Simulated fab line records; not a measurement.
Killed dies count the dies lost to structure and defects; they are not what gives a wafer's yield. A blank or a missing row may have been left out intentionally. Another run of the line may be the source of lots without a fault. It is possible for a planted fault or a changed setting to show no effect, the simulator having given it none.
Code-filled problem report in 8D (eight disciplines) form || flow n5_finfet || the parts of the form that need people (team, actions taken, sign-off) are left out

== 1. WHAT WENT WRONG ==
Mean of bias_w at N5_PASSIVATION_VIA_ETCH_13: 224.0 W across 3 wafers in 2 lots; on wafers with no fault it is 169.9 W (standard deviation 0.51). That is +99 or more standard deviations from the usual mean.
The step: etches SiO2 in CHF3/O2, target depth 660 nm, time 330 s.
First observed at day 15 05:32: wafer L775.2, on rie_diel-05. Wafers with a number at this step in the record: 32, from 12 lots. By rule, "out" or "out of limits" means more than 4 standard deviations away from the usual mean. The other wafers with a number count as sound.

== 2. WHAT IT IS; WHAT IT IS NOT ==
{"question": "which readings at this step", "is": "bias_w, rf_vpp_V", "is not": "CHF3_flow_sccm, drypump_motor_current_A, oes_product_au, showerhead_plenum_p_Torr, throttle_valve_pct"}
{"question": "which lots", "is": "L775, L779", "is not": "L763, L766, L767, L768, L769, L770, L771, L772, L783, L786"}
{"question": "which wafers of those lots", "is": "L775.2, L779.2, L779.6", "is not": "L775.4, L775.6, L779.5"}
{"question": "read on which tools", "is": "rie_diel-05", "is not": "rie_diel-01, rie_diel-04"}
{"question": "when", "is": "from day 15 05:32", "is not": "up to then (23 sound wafers); but 6 sound wafers of L779, L783, L786 came after"}

== 3. THE SUSPECTS, EACH WITH WHAT RULES IT OUT ==
Counting: a tool at a process step up to the reading stays a suspect if it ran every lot that is out. Sound lots after the first of them don't rule it out here, since some wafers of a struck lot are sound.
- rie_diel-05 at N5_PASSIVATION_VIA_ETCH_13 (etches SiO2 in CHF3/O2, target depth 660 nm, time 330 s): kept. It ran every lot that is out, first L775 (day 15 05:32); its last sound lot up to then is L763 (day 12 11:52). Its own readings are out on those wafers: bias_w, rf_vpp_V.
- rie_diel-05, N5_PASSIVATION_VIA_ETCH_13: wafers that are out in chamber 3, sound lot-mates in chambers 1, 2.
Remaining after the count: rie_diel-05 at N5_PASSIVATION_VIA_ETCH_13.

== 4. THE CAUSE (what the simulator had put in) ==
rie_diel-05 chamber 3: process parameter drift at N5_PASSIVATION_VIA_ETCH_13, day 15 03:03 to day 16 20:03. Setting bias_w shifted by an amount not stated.
Counting left only this tool.

== 5. THE EFFECT CHAIN, in route order ==
Rows list readings where the struck wafers' mean (over those with a number) sits beyond 3 standard deviations from the usual. Readings are gone through only where the record gives a usual standard deviation; hours: the median, over the lots, of the time from a lot's start at the first step in this table giving one to that lot's start at this step; sigmas: the change measured in usual standard deviations.
{"hours": 0, "step": "N5_PASSIVATION_VIA_ETCH_13", "reading": "bias_w", "usual": "169.9 W", "on struck wafers": 224.0, "change": "+54.1", "sigmas": "+99 or more"}
{"hours": 0, "step": "N5_PASSIVATION_VIA_ETCH_13", "reading": "etch_rf_on_time_s", "usual": "235 s", "on struck wafers": 220, "change": -15, "sigmas": -3.1}
{"hours": 0, "step": "N5_PASSIVATION_VIA_ETCH_13", "reading": "rf_vpp_V", "usual": "521 V", "on struck wafers": 629, "change": "+108", "sigmas": "+7.7"}
Its process steps:
- N5_PASSIVATION_VIA_ETCH_13: etches SiO2 in CHF3/O2, target depth 660 nm, time 330 s.

== 6. WHAT WOULD HAVE CAUGHT IT SOONER ==
In this record no reading fell out of limits until day 15 05:32, 2 hours after the fault had begun at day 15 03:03.
